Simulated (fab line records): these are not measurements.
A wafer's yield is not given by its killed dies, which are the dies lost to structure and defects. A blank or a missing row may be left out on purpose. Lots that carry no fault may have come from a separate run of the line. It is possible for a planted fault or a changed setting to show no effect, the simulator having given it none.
Matching of chambers -- flow n5Finfet -- N5_BEOL_M13_ETCH_68 on rieDiel-06 has 4 sister chambers
The step etches SOC in N2/H2, time 355 s. 14 wafers are shown with their chamber, then 7 later ones without.

## WAFERS WITH THEIR CHAMBER
wafer,chamber,showerheadPlenumPTorr (Torr),drypumpMotorCurrentA (A),throttleValvePct (%)
L074.1,2,2.63,5.6,17.9
L074.4,2,2.63,5.6,17.9
L074.6,0,2.49,6.0,17.3
L076.3,0,2.49,6.0,17.3
L076.4,0,2.49,6.0,17.3
L076.6,2,2.63,5.6,17.9
L078.1,1,2.34,6.0,17.6
L078.3,2,2.63,5.6,17.9
L078.5,1,2.34,6.0,17.6
L084.1,3,2.72,6.7,17.7
L084.3,0,2.48,6.0,17.3
L084.4,2,2.62,5.6,17.9
L088.1,1,2.33,6.0,17.7
L088.3,3,2.72,6.6,17.7

SIGNATURES (means of the wafers above)
reading,chamber 0,chamber 1,chamber 2,chamber 3,scatter within a chamber
showerheadPlenumPTorr,2.4875,2.3367,2.6280,2.7200,0.00471
drypumpMotorCurrentA,6.000,6.000,5.600,6.650,0.0224
throttleValvePct,17.300,17.633,17.900,17.700,0.0258
Rule: for a wafer and a chamber, the distance is found by dividing, reading by reading, the gap between the wafer's reading and the chamber's mean by the reading's scatter, squaring, summing and taking the root. The wafer belongs to the nearest chamber; if the next one is less than 2 further off, it can't be placed. The scatter: the root of (the sum of the squares of (reading less its chamber's mean) over the shown wafers, divided by (wafers less chambers)).

## WAFERS WHOSE CHAMBER IS MISSING
wafer,showerheadPlenumPTorr (Torr),drypumpMotorCurrentA (A),throttleValvePct (%)
L088.4,2.61,5.6,18.0
L090.1,2.48,6.0,17.4
L090.2,2.33,6.0,17.7
L090.4,2.72,6.7,17.8
L095.1,2.33,6.0,17.7
L095.2,2.47,6.0,17.4
L095.3,2.61,5.6,18.0

## WHICH CHAMBER EACH WENT THROUGH
wafer,from the rows above,in truth
L088.4,2,2
L090.1,0,0
L090.2,1,1
L090.4,3,3
L095.1,1,1
L095.2,0,0
L095.3,2,2
Placed correctly: 7 of 7. From these rows, 0 cannot be placed. Placed wrongly: 0.
